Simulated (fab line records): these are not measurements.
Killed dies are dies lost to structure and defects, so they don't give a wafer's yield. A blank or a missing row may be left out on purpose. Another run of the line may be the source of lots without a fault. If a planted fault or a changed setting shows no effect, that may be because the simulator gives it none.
fab line records ; flow n5Finfet
[record] lots = 7; wafers = 39
route steps=1938 shown DUMMY_GATE@228 HKMG_FIN@403
startH: start of the lot's first displayed wafer, in hours after the record's first day ; waitH: time in hours since the lot's previous step ; " as in the row above ; L1.1+2: a row that stands for several wafers ; - value missing, or start not given ; * or withheld: withheld ; < > ~ a bound
route shown NAME@n: names a module that has steps shown in the file, with the first one's number in the route ; usual: the fault-free wafers' mean and standard deviation ; same: alike in all rows ; chamber/n: place in a boat ; sites: per-site readings ; _std_site: the standard deviation of these ; _edge_site: mean of outer sites minus mean of inner sites ; radiusMm: for every site, how far away it sits from the centre of the wafer ; mask NAME#n: copy n ; behind: the tool/chamber that last shaped the wafer ; hold: what put the lot on hold/how long, in hours/how the hold closed ; device: which transistor (n, p or np) failed to switch ; end of line: the same wafers' tests at the end of the route ; for a step that has no rows: nothing shown but its recipe ; killed: count of dies lost to structure and defects at first sort (not the wafer's yield) ; map: per-die view of a wafer (x killed, . not killed, _ where there is no die)
set.NAME: the setting as run; set.NAME@STEP: as run at that earlier step ; model.NAME: the simulator's own value behind a step, which no gauge read
lots run with intentionally changed settings; tables by step, rows by wafer
[[steps]]
[step N5_DUMMY_GATE_EXPOSE_12]
[recipe] maskId = GATE; na = 0.33; sourceShape = annular; sigmaInner = 0.2; sigmaOuter = 0.6; polarization = unpolarized; targetCdNm = 25; doseMj = 34
lot.wafer;tool;chamber;startH;waitH;mask;set.doseMj
L074.1+2+3+4+5+6;euvScanner-01;0;45.96;-;GATE#0;34
L077.1+3+6;euvScanner-02;0;64.86;-;GATE#0;32.8
L077.2+4+5;euvScanner-02;0;64.86;-;GATE#0;34
L081.1+2+6;euvScanner-02;0;88.45;-;GATE#0;34
L085.1+2+3+4+5+6;euvScanner-01;0;114.67;-;GATE#0;34
L089.1+5+6;euvScanner-01;0;135.71;-;GATE#0;34
L089.2+3+4;euvScanner-01;0;135.71;-;GATE#0;32.34
L095.1+2+3+4+5+6;euvScanner-01;0;170.70;-;GATE#0;34
L096.1+2+3;euvScanner-01;0;179.03;-;GATE#0;32.79
L096.4+5+6;euvScanner-01;0;179.03;-;GATE#0;34
[step N5_DUMMY_GATE_ETCH_37]
[recipe] chemistry = N2/H2; target = SOC; targetDepthA = 600; overetchA = 300; tempC = 40; ionEnergyEv = 200; pressureMtorr = 30; sourceW = 840; biasW = 150; n2FlowSccm = 200; h2FlowSccm = 200
[usual] rfVppV = 523.8/2.4
lot.wafer;tool;chamber;startH;waitH;set.sourceW;rfVppV;model.SiARC_of_DUMMY_GATE_COAT_35.thkNm
L074.1;rieDiel-06;0;46.36;0.0;840;526.7;5
L074.2;rieDiel-06;2;46.36;0.0;840;526.1;5
L074.3;rieDiel-06;3;46.36;0.0;788.7;532.1;5.2
L074.4;rieDiel-06;1;46.36;0.0;840;523.2;5.2
L074.5;rieDiel-06;2;46.36;0.0;788.7;535.4;5.2
L074.6;rieDiel-06;3;46.36;0.0;788.7;532.8;5.2
L077.1;rieDiel-01;3;65.26;0.0;702.9;558.5;5.6
L077.2;rieDiel-01;1;65.26;0.0;840;520.7;5.2
L077.3;rieDiel-01;0;65.26;0.0;840;523.6;5.2
L077.4;rieDiel-01;2;65.26;0.0;840;525.6;5
L077.5;rieDiel-01;1;65.26;0.0;702.9;551.0;5.6
L077.6;rieDiel-01;0;65.26;0.0;702.9;554.8;5.6
L081.1;rieDiel-03;1;88.85;0.0;840;525.9;5
L081.2;rieDiel-03;3;88.85;0.0;840;522.3;5
L081.6;rieDiel-03;0;88.85;0.0;840;522.1;4.8
L085.1;rieDiel-03;1;115.25;0.0;840;525.7;5
L085.2;rieDiel-03;0;115.25;0.0;881.1;514.1;4.8
L085.3;rieDiel-03;2;115.25;0.0;881.1;517.3;4.8
L085.4;rieDiel-03;3;115.25;0.0;840;522.0;5
L085.5;rieDiel-03;1;115.25;0.0;881.1;517.8;4.8
L085.6;rieDiel-03;2;115.25;0.0;840;526.0;5
L089.1;rieDiel-01;1;136.30;0.0;840;519.9;5.2
L089.2;rieDiel-01;3;136.30;0.0;840;525.8;5
L089.3;rieDiel-01;2;136.30;0.0;840;525.4;5
L089.4;rieDiel-01;3;136.30;0.0;963.1;502.9;4.6
L089.5;rieDiel-01;1;136.30;0.0;963.1;495.5;4.6
L089.6;rieDiel-01;2;136.30;0.0;963.1;502.6;4.6
L095.1;rieDiel-01;0;171.22;0.0;703.6;554.0;5.4
L095.2;rieDiel-01;1;171.22;0.0;703.6;550.5;5.6
L095.3;rieDiel-01;3;171.22;0.0;840;526.5;5
L095.4;rieDiel-01;2;171.22;0.0;840;524.7;5
L095.5;rieDiel-01;2;171.22;0.0;703.6;556.9;5.4
L095.6;rieDiel-01;3;171.22;0.0;840;526.0;5
L096.1;rieDiel-03;2;179.47;0.0;751.7;544.9;5.2
L096.2;rieDiel-03;1;179.47;0.0;751.7;546.8;5.4
L096.3;rieDiel-03;3;179.47;0.0;840;520.8;5
L096.4;rieDiel-03;0;179.47;0.0;840;522.3;5
L096.5;rieDiel-03;1;179.47;0.0;751.7;546.4;5.4
L096.6;rieDiel-03;2;179.47;0.0;840;526.3;5
[step N5_DUMMY_GATE_STRIP_38]
[recipe] chemistry = N2/H2; tempC = 40; n2FlowSccm = 200; h2FlowSccm = 200; rfFrequencyHz = 6e+07
[step N5_DUMMY_GATE_STRIP_39]
[recipe] chemistry = N2/H2; tempC = 40; n2FlowSccm = 200; h2FlowSccm = 200; rfFrequencyHz = 6e+07
[step N5_DUMMY_GATE_TRIM_49]
[recipe] chemistry = O2; resist = SOC; timeS = 29; targetCdNm = 14; sourcePowerW = 300; biasPowerW = 0; O2_flow_sccm = 100; tempC = 20
lot.wafer;tool;chamber;startH;waitH;set.doseMj@DUMMY_GATE_EXPOSE_12;model.DUMMY_GATE.cdNm
L074.1+5;rieSi-06;2,0;46.44;0.0;34;13.8
L074.2+3;rieSi-06;1,0;46.44;0.0;34;14
L074.4+6;rieSi-06;3;46.44;0.0;34;14.2
L077.1+3;rieSi-02;3,0;65.35;0.0;32.8;14.4
L077.2;rieSi-02;2;65.35;0.0;34;13.6
L077.4+5;rieSi-02;1,2;65.35;0.0;34;13.8
L077.6;rieSi-02;3;65.35;0.0;32.8;14.6
L081.1+2;rieSi-02;3,0;88.93;0.0;34;13.8
L081.6;rieSi-02;2;88.93;0.0;34;14.2
L085.1+3+6;rieSi-02;2,3,2;115.33;0.0;34;14
L085.2+5;rieSi-02;0,3;115.33;0.0;34;13.8
L085.4;rieSi-02;1;115.33;0.0;34;14.2
L089.1;rieSi-02;0;136.38;0.0;34;13.8
L089.2;rieSi-02;1;136.38;0.0;32.34;14.8
L089.3;rieSi-02;2;136.38;0.0;32.34;15
L089.4;rieSi-02;3;136.38;0.0;32.34;14.2
L089.5+6;rieSi-02;2,3;136.38;0.0;34;13.6
L095.1+6;rieSi-06;0,2;171.30;0.0;34;14
L095.2+3+4;rieSi-06;2,3,1;171.30;0.0;34;14.2
L095.5;rieSi-06;3;171.30;0.0;34;14.4
L096.1;rieSi-02;0;179.56;0.0;32.79;15.2
L096.2;rieSi-02;3;179.56;0.0;32.79;15
L096.3;rieSi-02;1;179.56;0.0;32.79;14.8
L096.4+6;rieSi-02;2;179.56;0.0;34;14
L096.5;rieSi-02;3;179.56;0.0;34;14.4
[step N5_DUMMY_GATE_ETCH_31]
[recipe] chemistry = C4F6/O2; target = SiO2; maskMaterial = SOC; targetDepthA = 825; timeS = 27.5; ionEnergyEv = 250; pressureMtorr = 30; sourceW = 345; biasW = 185; Ar_flow_sccm = 300; C4F6_flow_sccm = 10; O2_flow_sccm = 10
lot.wafer;tool;chamber;startH;waitH;set.targetDepthA;model.etch.depthNm
L074.1;rieDiel-01;3;46.88;0.1;825;83.04
L074.2;rieDiel-01;2;46.88;0.1;825;83.41
L074.3;rieDiel-01;0;46.88;0.1;825;81.73
L074.4;rieDiel-01;1;46.88;0.1;825;82.59
L074.5;rieDiel-01;0;46.88;0.1;825;82.07
L074.6;rieDiel-01;1;46.88;0.1;825;82.33
L077.1;rieDiel-01;0;65.90;0.1;825;80.42
L077.2;rieDiel-01;2;65.90;0.1;922.5;92.63
L077.3;rieDiel-01;3;65.90;0.1;922.5;91.24
L077.4;rieDiel-01;1;65.90;0.1;825;81.17
L077.5;rieDiel-01;2;65.90;0.1;825;82.07
L077.6;rieDiel-01;1;65.90;0.1;922.5;91.22
L081.1;rieDiel-01;1;89.19;0.0;825;81.16
L081.2;rieDiel-01;2;89.19;0.0;825;81.9
L081.6;rieDiel-01;0;89.19;0.0;825;79.8
L085.1;rieDiel-03;0;115.53;0.0;858.8;84.98
L085.2;rieDiel-03;1;115.53;0.0;825;80.69
L085.3;rieDiel-03;3;115.53;0.0;858.8;84.5
L085.4;rieDiel-03;2;115.53;0.0;825;82.65
L085.5;rieDiel-03;2;115.53;0.0;825;82.02
L085.6;rieDiel-03;1;115.53;0.0;858.8;83.83
L089.1;rieDiel-03;1;136.81;0.2;825;81.06
L089.2;rieDiel-03;2;136.81;0.2;825;83.1
L089.3;rieDiel-03;3;136.81;0.2;770.1;76.35
L089.4;rieDiel-03;0;136.81;0.2;770.1;76.24
L089.5;rieDiel-03;0;136.81;0.2;825;82.37
L089.6;rieDiel-03;3;136.81;0.2;770.1;76.73
L095.1;rieDiel-01;3;171.50;0.0;825;84.39
L095.2;rieDiel-01;2;171.50;0.0;825;82.62
L095.3;rieDiel-01;0;171.50;0.0;825;83.72
L095.4;rieDiel-01;1;171.50;0.0;825;81.31
L095.5;rieDiel-01;1;171.50;0.0;825;81.37
L095.6;rieDiel-01;0;171.50;0.0;825;83.94
L096.1;rieDiel-06;1;179.82;0.1;825;83.09
L096.2;rieDiel-06;0;179.82;0.1;858.3;84.55
L096.3;rieDiel-06;3;179.82;0.1;825;81.82
L096.4;rieDiel-06;2;179.82;0.1;858.3;86.26
L096.5;rieDiel-06;0;179.82;0.1;858.3;85.1
L096.6;rieDiel-06;1;179.82;0.1;825;82.83
[step N5_DUMMY_GATE_ETCH_32]
[recipe] chemistry = CF4; target = SiO2; targetDepthA = 35; timeS = 3.9; ionEnergyEv = 350; pressureMtorr = 10; icpW = 800; biasW = 400; cf4FlowSccm = 80
lot.wafer;tool;chamber;startH;waitH;set.timeS;model.etch.depthNm
L074.1;rieSi-04;0;47.12;0.1;3.9;3.502
L074.2;rieSi-04;1;47.12;0.1;3.9;3.452
L074.3;rieSi-04;3;47.12;0.1;3.9;3.441
L074.4;rieSi-04;2;47.12;0.1;3.9;3.516
L074.5;rieSi-04;1;47.12;0.1;3.9;3.424
L074.6;rieSi-04;2;47.12;0.1;3.9;3.496
L077.1;rieSi-02;1;66.15;0.1;3.9;3.526
L077.2;rieSi-02;0;66.15;0.1;3.9;3.623
L077.3;rieSi-02;2;66.15;0.1;3.483;3.141
L077.4;rieSi-02;3;66.15;0.1;3.483;3.101
L077.5;rieSi-02;3;66.15;0.1;3.9;3.502
L077.6;rieSi-02;0;66.15;0.1;3.483;3.216
L081.1;rieSi-04;0;89.44;0.1;3.9;3.503
L081.2;rieSi-04;3;89.44;0.1;3.9;3.467
L081.6;rieSi-04;0;89.44;0.1;3.9;3.516
L085.1;rieSi-06;3;115.77;0.1;3.9;3.468
L085.2;rieSi-06;1;115.77;0.1;3.9;3.447
L085.3;rieSi-06;2;115.77;0.1;4.292;3.894
L085.4;rieSi-06;0;115.77;0.1;4.292;3.929
L085.5;rieSi-06;1;115.77;0.1;4.292;3.813
L085.6;rieSi-06;2;115.77;0.1;3.9;3.522
L089.1;rieSi-04;0;137.05;0.1;3.9;3.475
L089.2;rieSi-04;2;137.05;0.1;3.9;3.521
L089.3;rieSi-04;1;137.05;0.1;4.481;3.929
L089.4;rieSi-04;3;137.05;0.1;4.481;4
L089.5;rieSi-04;0;137.05;0.1;4.481;4.033
L089.6;rieSi-04;1;137.05;0.1;3.9;3.394
L095.1+6;rieSi-02;1,2;171.74;0.1;3.9;3.592
L095.2;rieSi-02;2;171.74;0.1;4.776;4.312
L095.3;rieSi-02;0;171.74;0.1;3.9;3.598
L095.4;rieSi-02;3;171.74;0.1;4.776;4.311
L095.5;rieSi-02;1;171.74;0.1;4.776;4.35
L096.1;rieSi-04;2;180.07;0.1;3.9;3.538
L096.2;rieSi-04;1;180.07;0.1;3.9;3.427
L096.3;rieSi-04;3;180.07;0.1;3.9;3.477
L096.4;rieSi-04;0;180.07;0.1;3.9;3.5
L096.5;rieSi-04;2;180.07;0.1;3.9;3.552
L096.6;rieSi-04;3;180.07;0.1;3.9;3.459
[step N5_HKMG_FIN_ETCH_55]
[recipe] chemistry = N2/H2; target = SOC; targetDepthA = 2400; tempC = 40; timeS = 300; ionEnergyEv = 200; maskMaterial = SiARC; pressureMtorr = 30; sourceW = 840; biasW = 150; n2FlowSccm = 200; h2FlowSccm = 200
lot.wafer;tool;chamber;startH;waitH;set.timeS;model.HKMG_FIN.featureDepthNm;model.etch.depthNm;model.SiARC_of_HKMG_FIN_COAT_42.thkNm
L074.1;rieDiel-04;1;73.09;0.0;300;239;239.1;21.2
L074.2;rieDiel-04;3;73.09;0.0;300;235.6;235.6;21.6
L074.3;rieDiel-04;0;73.09;0.0;300;237.8;237.8;21.2
L074.4;rieDiel-04;2;73.09;0.0;300;236.8;236.8;21.6
L074.5;rieDiel-04;3;73.09;0.0;300;237.4;237.4;21.4
L074.6;rieDiel-04;0;73.09;0.0;300;235.6;235.7;21.4
L077.1;rieDiel-04;0;89.55;0.0;300;238;238.1;21.4
L077.2;rieDiel-04;2;89.55;0.0;354.9;286.8;286.9;18.8
L077.3;rieDiel-04;1;89.55;0.0;300;242;242;21.2
L077.4;rieDiel-04;3;89.55;0.0;354.9;283.6;283.5;19
L077.5;rieDiel-04;0;89.55;0.0;300;239.2;239.3;21.4
L077.6;rieDiel-04;1;89.55;0.0;354.9;288.2;288.2;18.6
L081.1;rieDiel-02;3;113.50;0.0;300;236.4;236.4;21.4
L081.2;rieDiel-02;2;113.50;0.0;300;243.4;243.3;20.6
L081.6;rieDiel-02;1;113.50;0.0;300;244.4;244.4;20.8
L085.1;rieDiel-02;1;140.10;0.0;300;239.4;239.4;21.2
L085.2;rieDiel-02;0;140.10;0.0;274;217.4;217.4;22.4
L085.3;rieDiel-02;2;140.10;0.0;274;219.8;219.8;22
L085.4;rieDiel-02;3;140.10;0.0;300;234.4;234.5;21.4
L085.5;rieDiel-02;2;140.10;0.0;300;240;240;21
L085.6;rieDiel-02;3;140.10;0.0;274;214.2;214.3;22.6
L089.1;rieDiel-04;2;162.39;0.0;345;274.4;274.4;19.2
L089.2;rieDiel-04;3;162.39;0.0;300;238;237.9;21.4
L089.3;rieDiel-04;1;162.39;0.0;345;278.6;278.6;19
L089.4;rieDiel-04;3;162.39;0.0;300;237.4;237.3;21.4
L089.5;rieDiel-04;1;162.39;0.0;345;279.6;279.7;19
L089.6;rieDiel-04;2;162.39;0.0;300;239.8;239.8;21.4
L095.1;rieDiel-04;2;198.94;0.0;300;236;235.9;21.4
L095.2;rieDiel-04;1;198.94;0.0;300;241.6;241.6;21
L095.3;rieDiel-04;0;198.94;0.0;254.9;208.6;208.6;23
L095.4;rieDiel-04;3;198.94;0.0;254.9;202.4;202.4;23.4
L095.5;rieDiel-04;3;198.94;0.0;254.9;202.8;202.8;23.4
L095.6;rieDiel-04;2;198.94;0.0;300;237.6;237.5;21.4
L096.1;rieDiel-05;2;205.67;0.0;339;270.2;270.1;19.6
L096.2;rieDiel-05;0;205.67;0.0;300;243.2;243.2;20.6
L096.3;rieDiel-05;1;205.67;0.0;300;239.6;239.5;21.2
L096.4;rieDiel-05;3;205.67;0.0;300;236.4;236.4;21.4
L096.5;rieDiel-05;1;205.67;0.0;339;271;271;19.6
L096.6;rieDiel-05;0;205.67;0.0;339;273.8;273.9;19
[step N5_HKMG_FIN_ETCH_32]
[recipe] chemistry = N2/H2; target = SOC; targetDepthA = 2400; tempC = 40; timeS = 300; ionEnergyEv = 200; maskMaterial = SiARC; pressureMtorr = 30; sourceW = 840; biasW = 150; n2FlowSccm = 200; h2FlowSccm = 200
[usual] rfVppV = 524.5/2.9
lot.wafer;tool;chamber;startH;waitH;set.biasW;rfVppV;model.HKMG_FIN.featureDepthNm;model.etch.depthNm;model.SiARC_of_HKMG_FIN_COAT_30.thkNm
L074.1;rieDiel-02;2;76.68;0.0;150;527.6;245.4;245.4;20.8
L074.2;rieDiel-02;3;76.68;0.0;160.6;544.2;244;243.9;20.4
L074.3;rieDiel-02;0;76.68;0.0;150;521.3;241;240.9;21
L074.4;rieDiel-02;1;76.68;0.0;160.6;551.3;251.4;251.5;20
L074.5;rieDiel-02;2;76.68;0.0;150;527.4;245;245;20.8
L074.6;rieDiel-02;3;76.68;0.0;160.6;544.4;242.6;242.5;20.4
L077.1;rieDiel-02;1;92.85;0.0;169.1;567.8;259;258.9;18.8
L077.2;rieDiel-02;0;92.85;0.0;150;520.4;240.6;240.7;21
L077.3;rieDiel-02;2;92.85;0.0;169.1;570.1;261;260.9;18.4
L077.4;rieDiel-02;3;92.85;0.0;169.1;562.9;250.4;250.4;19.4
L077.5;rieDiel-02;2;92.85;0.0;150;527.2;245.8;245.9;20.6
L077.6;rieDiel-02;1;92.85;0.0;150;526.0;242.4;242.5;21.2
L081.1;rieDiel-05;1;117.16;0.0;150;521.1;234;234.1;21.6
L081.2;rieDiel-05;2;117.16;0.0;150;525.9;237.8;237.8;21.6
L081.6;rieDiel-05;3;117.16;0.0;150;526.0;235.2;235.2;21.4
L085.1;rieDiel-05;0;143.56;0.0;150;526.1;238.4;238.4;21
L085.2;rieDiel-05;2;143.56;0.0;150;525.0;238.2;238.3;21.4
L085.3;rieDiel-05;1;143.56;0.0;162.6;548.4;246;246;20.2
L085.4;rieDiel-05;3;143.56;0.0;150;527.6;237.8;237.7;21.4
L085.5;rieDiel-05;2;143.56;0.0;162.6;554.7;251.8;251.8;19.8
L085.6;rieDiel-05;3;143.56;0.0;162.6;554.4;245.4;245.3;20.2
L089.1;rieDiel-05;3;165.78;0.0;133.7;488.4;223.6;223.5;23.2
L089.2;rieDiel-05;0;165.78;0.0;133.7;489.1;228.2;228.2;22.6
L089.3;rieDiel-05;2;165.78;0.0;150;525.6;239;239.1;21.4
L089.4;rieDiel-05;0;165.78;0.0;133.7;488.7;226.8;226.8;22.8
L089.5;rieDiel-05;2;165.78;0.0;150;526.4;240;240.1;21.2
L089.6;rieDiel-05;3;165.78;0.0;150;526.1;236.6;236.6;21.4
L095.1;rieDiel-02;0;202.43;0.0;150;520.5;239.2;239.2;21
L095.2;rieDiel-02;3;202.43;0.0;150;521.3;233.4;233.4;21.6
L095.3;rieDiel-02;1;202.43;0.0;150;526.0;242;242;21.2
L095.4;rieDiel-02;2;202.43;0.0;150;526.5;242.6;242.7;20.8
L095.5;rieDiel-02;3;202.43;0.0;150;521.4;233.4;233.5;21.6
L095.6;rieDiel-02;2;202.43;0.0;150;526.6;242;242;21
L096.1;rieDiel-04;1;209.05;0.0;150;521.3;239.6;239.5;21.4
L096.2;rieDiel-04;3;209.05;0.0;150;525.9;237.6;237.5;21.2
L096.3;rieDiel-04;0;209.05;0.0;168.3;567.7;261;260.9;18.6
L096.4;rieDiel-04;2;209.05;0.0;150;523.4;238.4;238.4;21.4
L096.5;rieDiel-04;0;209.05;0.0;168.3;567.3;260.4;260.5;18.8
L096.6;rieDiel-04;3;209.05;0.0;168.3;565.5;253.8;253.9;19.4
[[key]]
[split] step = N5_DUMMY_GATE_EXPOSE_12; setting = doseMj; stated = 34; by = wafer
[response] step = N5_DUMMY_GATE_TRIM_49; reading = model.DUMMY_GATE.cdNm; change = -0.216; per = 1%; r = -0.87
[split] step = N5_DUMMY_GATE_ETCH_37; setting = sourceW; stated = 840; by = wafer
[response] step = N5_DUMMY_GATE_ETCH_37; reading = rfVppV; change = -1.79; per = 1%; r = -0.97
[response] step = N5_DUMMY_GATE_ETCH_37; reading = model.SiARC_of_DUMMY_GATE_COAT_35.thkNm; change = -0.0298; per = 1%; r = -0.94
[split] step = N5_DUMMY_GATE_ETCH_31; setting = targetDepthA; stated = 825; by = wafer
[response] step = N5_DUMMY_GATE_ETCH_31; reading = model.etch.depthNm; change = +0.847; per = 1%; r = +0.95
[split] step = N5_DUMMY_GATE_ETCH_32; setting = timeS; stated = 3.9; by = wafer
[response] step = N5_DUMMY_GATE_ETCH_32; reading = model.etch.depthNm; change = +0.0345; per = 1%; r = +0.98
[split] step = N5_HKMG_FIN_ETCH_55; setting = timeS; stated = 300; by = wafer
[response] step = N5_HKMG_FIN_ETCH_55; reading = model.HKMG_FIN.featureDepthNm; change = +2.47; per = 1%; r = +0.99
[response] step = N5_HKMG_FIN_ETCH_55; reading = model.etch.depthNm; change = +2.47; per = 1%; r = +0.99
[response] step = N5_HKMG_FIN_ETCH_55; reading = model.SiARC_of_HKMG_FIN_COAT_42.thkNm; change = -0.139; per = 1%; r = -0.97
[split] step = N5_HKMG_FIN_ETCH_32; setting = biasW; stated = 150; by = wafer
[response] step = N5_HKMG_FIN_ETCH_32; reading = rfVppV; change = +3.36; per = 1%; r = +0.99
[response] step = N5_HKMG_FIN_ETCH_32; reading = model.HKMG_FIN.featureDepthNm; change = +1.18; per = 1%; r = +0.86
[response] step = N5_HKMG_FIN_ETCH_32; reading = model.etch.depthNm; change = +1.18; per = 1%; r = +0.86
[response] step = N5_HKMG_FIN_ETCH_32; reading = model.SiARC_of_HKMG_FIN_COAT_30.thkNm; change = -0.158; per = 1%; r = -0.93
